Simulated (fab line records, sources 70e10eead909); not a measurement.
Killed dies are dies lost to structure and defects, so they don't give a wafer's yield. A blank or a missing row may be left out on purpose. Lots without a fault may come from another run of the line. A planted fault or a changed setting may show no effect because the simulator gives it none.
Which tool did it? | flow nand_harc | 13 lots, 37 wafers sampled, at 6 steps of a route of 1302

WHAT THE GAUGES READ, wafer by wafer
NHARC_A_ONON_D2_THK_MEAS_02: measures by ellipsometry. Usual: thk_nm 1005 nm, standard deviation 12.
lot  | measured     | on            | thk_nm (nm)    | flag
L280 | day 12 06:41 | film_metro-01 | 1007 1007 1006 |
L279 | day 13 02:01 | film_metro-02 | 996 995 997    |
L281 | day 13 11:25 | film_metro-02 | 1033 1477      | OFF
L284 | day 14 07:46 | film_metro-02 | 994 993 1436   | OFF
L285 | day 14 21:29 | film_metro-02 | 1007 1451      | OFF
L291 | day 17 08:22 | film_metro-01 | 997 1000 997   |
L294 | day 18 12:38 | film_metro-01 | 1020 1019 1019 |
L293 | day 18 12:39 | film_metro-02 | 1000 999 1000  |
L297 | day 19 17:45 | film_metro-01 | 1015 1017 1014 |
L298 | day 20 11:52 | film_metro-01 | 1009 1011 1009 |
L299 | day 20 19:46 | film_metro-02 | 987 987 985    |
L300 | day 21 01:19 | film_metro-02 | 999 998 998    |
L301 | day 21 17:22 | film_metro-01 | 1021 1020 1023 |

NHARC_A_ONON_D2_THK_MEAS_05: measures by ellipsometry. Usual: thk_nm 996 nm, standard deviation 11.
lot  | measured     | on            | thk_nm (nm)    | flag
L280 | day 12 07:15 | film_metro-01 | 988 990 990    |
L279 | day 13 02:34 | film_metro-02 | 1000 999 1000  |
L281 | day 13 11:59 | film_metro-02 | 974 974        |
L284 | day 14 08:20 | film_metro-02 | 984 983 984    |
L285 | day 14 22:03 | film_metro-01 | 1000 998       |
L291 | day 17 08:56 | film_metro-01 | 1001 1002 1002 |
L294 | day 18 13:13 | film_metro-02 | 985 984 986    |
L293 | day 18 13:13 | film_metro-01 | 998 999 999    |
L297 | day 19 18:19 | film_metro-01 | 1009 1007 1005 |
L298 | day 20 12:25 | film_metro-01 | 1014 1018 1015 |
L299 | day 20 20:20 | film_metro-01 | 995 994 995    |
L300 | day 21 01:52 | film_metro-02 | 994 995 995    |
L301 | day 21 17:56 | film_metro-02 | 989 991 989    |

NHARC_END_SORT_01. Usual: killed_at_array 53, standard deviation 18; killed_at_other 0.9, standard deviation 1.3; killed_at_periphery 4, standard deviation 3.1; killed_dies 58, standard deviation 18; killed_open 3.4, standard deviation 2; killed_short 2.5, standard deviation 1.8.
lot  | measured     | on        | killed_at_array | killed_at_other | killed_at_periphery | killed_dies | killed_open | killed_short | flag
L284 | day 25 18:25 | prober-01 | 105 101 87      | 0 0 1           | 5 5 7               | 110 106 95  | 7 2 3       | 8 6 1        |
L285 | day 26 13:02 | prober-02 | 35 25           | 0 0             | 3 8                 | 38 33       | 3 3         | 2 3          |
L294 | day 30 01:19 | prober-02 | 47 52 60        | 0 0 1           | 11 3 3              | 58 55 64    | 4 2 3       | 5 2 3        |
L297 | day 32 01:14 | prober-01 | 44 38 38        | 0 1 3           | 1 13 5              | 45 52 46    | 2 1 3       | 3 3 2        |

WHICH TOOL RAN EACH LOT (tool, then ch and the chambers of the sampled wafers, then the start)
lot  | NHARC_A_CHANNEL_FILL_D1_ALD_16   | NHARC_A_DECK1_JOINT_ETCHBACK_00  | NHARC_A_ONON_D2_DEP_00
L280 | ald_hk-01 ch 0,1, day 9 12:10    | rie_si-05 ch 0,1,3, day 11 08:05 | pecvd_onon-02 ch 0, day 12 06:17
L279 | ald_hk-01 ch 0,1, day 10 00:37   | rie_si-05 ch 1,2,3, day 11 22:58 | pecvd_onon-02 ch 0, day 13 01:37
L281 | ald_hk-04 ch 0,3, day 10 12:35   | rie_si-02 ch 0,1, day 12 10:50   | pecvd_onon-02 ch 0, day 13 10:58
L284 | ald_hk-01 ch 1,2,3, day 11 09:04 | rie_si-03 ch 1,2,3, day 13 07:58 | pecvd_onon-02 ch 0, day 14 07:15
L285 | ald_hk-01 ch 0,2, day 11 21:24   | rie_si-02 ch 0,3, day 13 20:11   | pecvd_onon-02 ch 0, day 14 21:02
L291 | ald_hk-01 ch 2,3, day 14 07:20   | rie_si-02 ch 1,2,3, day 16 05:09 | pecvd_onon-02 ch 0, day 17 07:58
L294 | ald_hk-01 ch 1,2,3, day 15 10:46 | rie_si-03 ch 1,3, day 17 09:10   | pecvd_onon-04 ch 0, day 18 12:08
L293 | ald_hk-04 ch 1,2,3, day 15 10:46 | rie_si-05 ch 1,3, day 17 09:08   | pecvd_onon-02 ch 0, day 18 12:15
L297 | ald_hk-02 ch 1,2, day 16 15:28   | rie_si-03 ch 0,2,3, day 18 13:58 | pecvd_onon-02 ch 0, day 19 17:15
L298 | ald_hk-01 ch 1,2, day 17 12:31   | rie_si-05 ch 1,3, day 19 12:30   | pecvd_onon-02 ch 0, day 20 11:22
L299 | ald_hk-01 ch 0,2,3, day 17 20:13 | rie_si-03 ch 2,3, day 19 19:25   | pecvd_onon-04 ch 0, day 20 19:19
L300 | ald_hk-04 ch 0,1,3, day 18 04:29 | rie_si-05 ch 0,1,2, day 20 03:02 | pecvd_onon-04 ch 0, day 21 00:52
L301 | ald_hk-02 ch 0,1,3, day 18 09:37 | rie_si-02 ch 0,1,3, day 20 10:05 | pecvd_onon-02 ch 0, day 21 16:51
- NHARC_A_CHANNEL_FILL_D1_ALD_16: deposits SiO2, target thk 1.5 nm, pulse time 10 s, ald cycles 15.
- NHARC_A_DECK1_JOINT_ETCHBACK_00: etches the open film in HBr, target depth 30 nm, time 17.4 s.
- NHARC_A_ONON_D2_DEP_00: target thk 1000 nm.

WHAT THE TOOLS THEMSELVES READ (means of the sampled wafers that have a number; where no wafer has one, the mark that the record gives instead)
NHARC_A_CHANNEL_FILL_D1_ALD_16. Usual: heater_power_w 476 W, standard deviation 25; precursor_pulse_height_rel 0.999, standard deviation 0.021.
lot  | tool      | heater_power_w (W) | precursor_pulse_height_rel | flag
L280 | ald_hk-01 | 484                | 0.980                      |
L279 | ald_hk-01 | 466                | 0.983                      |
L281 | ald_hk-04 | 468                | 0.988                      |
L284 | ald_hk-01 | 494                | 1.013                      |
L285 | ald_hk-01 | 506                | 0.988                      |
L291 | ald_hk-01 | 505                | 0.999                      |
L294 | ald_hk-01 | 483                | 1.005                      |
L293 | ald_hk-04 | 454                | 1.003                      |
L297 | ald_hk-02 | 459                | 1.003                      |
L298 | ald_hk-01 | 482                | 0.997                      |
L299 | ald_hk-01 | 487                | 1.018                      |
L300 | ald_hk-04 | 443                | 1.011                      |
L301 | ald_hk-02 | 475                | 0.982                      |

NHARC_A_DECK1_JOINT_ETCHBACK_00. Usual: drypump_motor_current_A 5.7 A, standard deviation 0.36; hbr_flow_sccm 150.0 sccm, standard deviation 0.49; oes_product_au 1.001 a.u., standard deviation 0.0075; throttle_valve_pct 23.265 %, standard deviation 0.0087.
lot  | tool      | drypump_motor_current_A (A) | hbr_flow_sccm (sccm) | oes_product_au (a.u.) | throttle_valve_pct (%) | flag
L280 | rie_si-05 | 6.0                         | 150.0                | 1.007                 | 23.262                 |
L279 | rie_si-05 | 6.2                         | 150.0                | 1.003                 | 23.264                 |
L281 | rie_si-02 | 5.5                         | 150.1                | 0.994                 | 23.276                 |
L284 | rie_si-03 | 5.6                         | 150.2                | 0.996                 | 23.266                 |
L285 | rie_si-02 | 5.8                         | 150.1                | 1.000                 | 23.257                 |
L291 | rie_si-02 | 5.7                         | 149.9                | 1.000                 | 23.267                 |
L294 | rie_si-03 | 5.6                         | 150.8                | 1.003                 | 23.254                 |
L293 | rie_si-05 | 6.3                         | 150.4                | 0.996                 | 23.261                 |
L297 | rie_si-03 | 5.6                         | 150.3                | 0.994                 | 23.255                 |
L298 | rie_si-05 | 6.4                         | 150.3                | 1.006                 | 23.260                 |
L299 | rie_si-03 | 5.9                         | 149.8                | 1.008                 | 23.267                 |
L300 | rie_si-05 | 5.9                         | 150.3                | 1.010                 | 23.258                 |
L301 | rie_si-02 | 5.6                         | 149.7                | 1.005                 | 23.266                 |

NHARC_A_ONON_D2_DEP_00. Usual: sih4_flow_sccm 210.1 sccm, standard deviation 0.66.
lot  | tool          | sih4_flow_sccm (sccm) | flag
L280 | pecvd_onon-02 | 209.9                 |
L279 | pecvd_onon-02 | 210.1                 |
L281 | pecvd_onon-02 | 209.6                 |
L284 | pecvd_onon-02 | 210.2                 |
L285 | pecvd_onon-02 | 209.9                 |
L291 | pecvd_onon-02 | 210.2                 |
L294 | pecvd_onon-04 | 210.5                 |
L293 | pecvd_onon-02 | 210.6                 |
L297 | pecvd_onon-02 | 209.6                 |
L298 | pecvd_onon-02 | 209.6                 |
L299 | pecvd_onon-04 | 210.2                 |
L300 | pecvd_onon-04 | 209.5                 |
L301 | pecvd_onon-02 | 209.7                 |

THE ANSWER, worked out from the rows above alone
Rule: a lot is off if the mean of its wafers that have a number lies more than 3 standard deviations from the usual mean. A lot without any number at a reading at which 4 lots or more have one is off too. The other lots that the step has rows for count as sound. The gauges are gone through in route order, then the tools' own readings, and for those a lot's mean is taken as printed above. The first step at which some lot is off is used, and at that step the reading that is off furthest; a lot without a number counts as furthest.
Off: L281, L284, L285, at NHARC_A_ONON_D2_THK_MEAS_02 (thk_nm).
A tool fits if, at a process step before that reading, it ran every lot that is off, and no sound lot after the first of them. The gauges at NHARC_A_ONON_D2_THK_MEAS_02 are tried like those tools. None of those tried fits.

WHAT THE SIMULATOR HAD PUT IN
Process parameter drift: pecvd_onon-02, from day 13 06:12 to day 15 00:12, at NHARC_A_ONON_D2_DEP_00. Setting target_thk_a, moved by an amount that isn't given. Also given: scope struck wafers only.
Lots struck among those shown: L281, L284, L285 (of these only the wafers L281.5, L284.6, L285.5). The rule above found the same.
